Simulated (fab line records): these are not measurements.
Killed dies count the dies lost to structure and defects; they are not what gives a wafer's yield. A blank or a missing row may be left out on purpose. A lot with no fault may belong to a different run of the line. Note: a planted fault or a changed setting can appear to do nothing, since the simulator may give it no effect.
Lot-split experiment :: flow n5-finfet :: 39 wafers read from 7 lots, route of 1938 steps

== ON THE SPLIT ==
At N5_HKMG_FIN_EXPOSE_46 (exposes mask NDIPOLE), the setting dose-mj was moved away from the recipe's 40 on 12 of the 39 wafers read, by -7.2% to +7.1%. The other wafers ran this setting at the recipe's value.

== FROM THE SPLIT TO THE READING: what the file shows between them, 2 steps ==
- N5_HKMG_FIN_PEB_47: peb time 60 s
- N5_HKMG_FIN_DEVELOP_48: develop time 30 s

== THE READING ==
cd-nm at N5_HKMG_FIN_CD_MEAS_49, given in nm (cd target 202 nm). Typical for fault-free wafers on this fab line: 201.9 nm, with standard deviation 0.55 nm.

wafer: L074.1
tool, chamber at the split: arfi-scanner-02, 0
dose-mj as run: 40
against the recipe: recipe
cd-nm, nm: 202.0
against lot-mates on the recipe: -

wafer: L074.2
tool, chamber at the split: arfi-scanner-02, 0
dose-mj as run: 42.82
against the recipe: +7.1%
cd-nm, nm: 206.1
against lot-mates on the recipe: +4.4

wafer: L074.3
tool, chamber at the split: arfi-scanner-02, 0
dose-mj as run: 42.82
against the recipe: +7.1%
cd-nm, nm: 206.3
against lot-mates on the recipe: +4.6

wafer: L074.4
tool, chamber at the split: arfi-scanner-02, 0
dose-mj as run: 40
against the recipe: recipe
cd-nm, nm: 201.5
against lot-mates on the recipe: -

wafer: L074.5
tool, chamber at the split: arfi-scanner-02, 0
dose-mj as run: 42.82
against the recipe: +7.1%
cd-nm, nm: 205.1
against lot-mates on the recipe: +3.4

wafer: L074.6
tool, chamber at the split: arfi-scanner-02, 0
dose-mj as run: 40
against the recipe: recipe
cd-nm, nm: 201.5
against lot-mates on the recipe: -

wafer: L077.1
tool, chamber at the split: arfi-scanner-03, 0
dose-mj as run: 40
against the recipe: recipe
cd-nm, nm: 202.3
against lot-mates on the recipe: -

wafer: L077.2
tool, chamber at the split: arfi-scanner-03, 0
dose-mj as run: 42.63
against the recipe: +6.6%
cd-nm, nm: 206.5
against lot-mates on the recipe: +3.9

wafer: L077.3
tool, chamber at the split: arfi-scanner-03, 0
dose-mj as run: 40
against the recipe: recipe
cd-nm, nm: 202.8
against lot-mates on the recipe: -

wafer: L077.4
tool, chamber at the split: arfi-scanner-03, 0
dose-mj as run: 42.63
against the recipe: +6.6%
cd-nm, nm: 206.8
against lot-mates on the recipe: +4.2

wafer: L077.5
tool, chamber at the split: arfi-scanner-03, 0
dose-mj as run: 40
against the recipe: recipe
cd-nm, nm: 202.7
against lot-mates on the recipe: -

wafer: L077.6
tool, chamber at the split: arfi-scanner-03, 0
dose-mj as run: 42.63
against the recipe: +6.6%
cd-nm, nm: 206.8
against lot-mates on the recipe: +4.2

wafer: L079.1
tool, chamber at the split: arfi-scanner-03, 0
dose-mj as run: 40
against the recipe: recipe
cd-nm, nm: 201.4
against lot-mates on the recipe: -

wafer: L079.2
tool, chamber at the split: arfi-scanner-03, 0
dose-mj as run: 40
against the recipe: recipe
cd-nm, nm: 201.9
against lot-mates on the recipe: -

wafer: L079.3
tool, chamber at the split: arfi-scanner-03, 0
dose-mj as run: 40
against the recipe: recipe
cd-nm, nm: 201.8
against lot-mates on the recipe: -

wafer: L079.4
tool, chamber at the split: arfi-scanner-03, 0
dose-mj as run: 40
against the recipe: recipe
cd-nm, nm: 202.0
against lot-mates on the recipe: -

wafer: L079.5
tool, chamber at the split: arfi-scanner-03, 0
dose-mj as run: 40
against the recipe: recipe
cd-nm, nm: 202.3
against lot-mates on the recipe: -

wafer: L079.6
tool, chamber at the split: arfi-scanner-03, 0
dose-mj as run: 40
against the recipe: recipe
cd-nm, nm: 202.1
against lot-mates on the recipe: -

wafer: L080.1
tool, chamber at the split: arfi-scanner-03, 0
dose-mj as run: 40
against the recipe: recipe
cd-nm, nm: 202.4
against lot-mates on the recipe: -

wafer: L080.2
tool, chamber at the split: arfi-scanner-03, 0
dose-mj as run: 40
against the recipe: recipe
cd-nm, nm: 201.7
against lot-mates on the recipe: -

wafer: L080.3
tool, chamber at the split: arfi-scanner-03, 0
dose-mj as run: 40
against the recipe: recipe
cd-nm, nm: 202.4
against lot-mates on the recipe: -

wafer: L080.4
tool, chamber at the split: arfi-scanner-03, 0
dose-mj as run: 40
against the recipe: recipe
cd-nm, nm: 202.0
against lot-mates on the recipe: -

wafer: L080.5
tool, chamber at the split: arfi-scanner-03, 0
dose-mj as run: 40
against the recipe: recipe
cd-nm, nm: 202.3
against lot-mates on the recipe: -

wafer: L080.6
tool, chamber at the split: arfi-scanner-03, 0
dose-mj as run: 40
against the recipe: recipe
cd-nm, nm: 202.3
against lot-mates on the recipe: -

wafer: L083.4
tool, chamber at the split: arfi-scanner-02, 0
dose-mj as run: 40
against the recipe: recipe
cd-nm, nm: 202.6
against lot-mates on the recipe: -

wafer: L083.5
tool, chamber at the split: arfi-scanner-02, 0
dose-mj as run: 40
against the recipe: recipe
cd-nm, nm: 202.4
against lot-mates on the recipe: -

wafer: L083.6
tool, chamber at the split: arfi-scanner-02, 0
dose-mj as run: 40
against the recipe: recipe
cd-nm, nm: 203.0
against lot-mates on the recipe: -

wafer: L092.1
tool, chamber at the split: arfi-scanner-03, 0
dose-mj as run: 40
against the recipe: recipe
cd-nm, nm: 202.4
against lot-mates on the recipe: -

wafer: L092.2
tool, chamber at the split: arfi-scanner-03, 0
dose-mj as run: 38.63
against the recipe: -3.4%
cd-nm, nm: 200.3
against lot-mates on the recipe: -1.7

wafer: L092.3
tool, chamber at the split: arfi-scanner-03, 0
dose-mj as run: 38.63
against the recipe: -3.4%
cd-nm, nm: 199.2
against lot-mates on the recipe: -2.8

wafer: L092.4
tool, chamber at the split: arfi-scanner-03, 0
dose-mj as run: 38.63
against the recipe: -3.4%
cd-nm, nm: 199.9
against lot-mates on the recipe: -2.1

wafer: L092.5
tool, chamber at the split: arfi-scanner-03, 0
dose-mj as run: 40
against the recipe: recipe
cd-nm, nm: 201.7
against lot-mates on the recipe: -

wafer: L092.6
tool, chamber at the split: arfi-scanner-03, 0
dose-mj as run: 40
against the recipe: recipe
cd-nm, nm: 202.0
against lot-mates on the recipe: -

wafer: L095.1
tool, chamber at the split: arfi-scanner-01, 0
dose-mj as run: 40
against the recipe: recipe
cd-nm, nm: 202.1
against lot-mates on the recipe: -

wafer: L095.2
tool, chamber at the split: arfi-scanner-01, 0
dose-mj as run: 37.11
against the recipe: -7.2%
cd-nm, nm: 197.8
against lot-mates on the recipe: -4.3

wafer: L095.3
tool, chamber at the split: arfi-scanner-01, 0
dose-mj as run: 37.11
against the recipe: -7.2%
cd-nm, nm: 197.1
against lot-mates on the recipe: -5.0

wafer: L095.4
tool, chamber at the split: arfi-scanner-01, 0
dose-mj as run: 40
against the recipe: recipe
cd-nm, nm: 202.1
against lot-mates on the recipe: -

wafer: L095.5
tool, chamber at the split: arfi-scanner-01, 0
dose-mj as run: 37.11
against the recipe: -7.2%
cd-nm, nm: 197.1
against lot-mates on the recipe: -5.0

wafer: L095.6
tool, chamber at the split: arfi-scanner-01, 0
dose-mj as run: 40
against the recipe: recipe
cd-nm, nm: 202.1
against lot-mates on the recipe: -

FIT RESULTS
A straight line over all 39 wafers: cd-nm changes by +0.631 nm for each +1% of dose-mj; r = +0.98; the points scatter about the line by 0.47 nm.
The same after taking each lot's own level away (the mean of its wafers on the recipe; 39 wafers): +0.628 nm for each +1%; r = +0.99; scatter 0.32 nm.
Per that fit: largest dose-mj move, reading shift of 4.5 nm.
Across the lots, their own levels run from 201.67 to 202.67 nm, a range of 1.8 times the standard deviation given above.
The two slopes agree, so the slope changes little with the lot-to-lot level.
Check: for one of the wafers moved furthest among these (-7.2%), held out of the fit, the line's prediction against its lot-mates is -4.63 nm. It came out at -4.3 nm against them.

== THE WHOLE CHAIN: every reading that the file lists as answering this split, in the file's order ==
step: N5_HKMG_FIN_CD_MEAS_49
what it does: target cd 202 nm
reading: cd-nm
change (the file's fit): +0.63 nm for each +1% of the setting
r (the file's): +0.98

step: N5_HKMG_FIN_ETCH_54
what it does: etches SiARC in CF4, target depth 45.5 nm, time 75.8 s
reading: HKMG_FIN.cd-offset-nm (the simulator's own value, which no gauge read)
change (the file's fit): +0.642 nm for each +1% of the setting
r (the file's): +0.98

step: N5_HKMG_FIN_ETCH_55
what it does: etches SOC in N2/H2, target depth 240 nm, time 300 s
reading: HKMG_FIN.cd-offset-nm (the simulator's own value, which no gauge read)
change (the file's fit): +0.649 nm for each +1% of the setting
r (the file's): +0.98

== FILE'S OWN FIT ==
cd-nm changes by +0.63 nm for each +1% of dose-mj, r = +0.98.
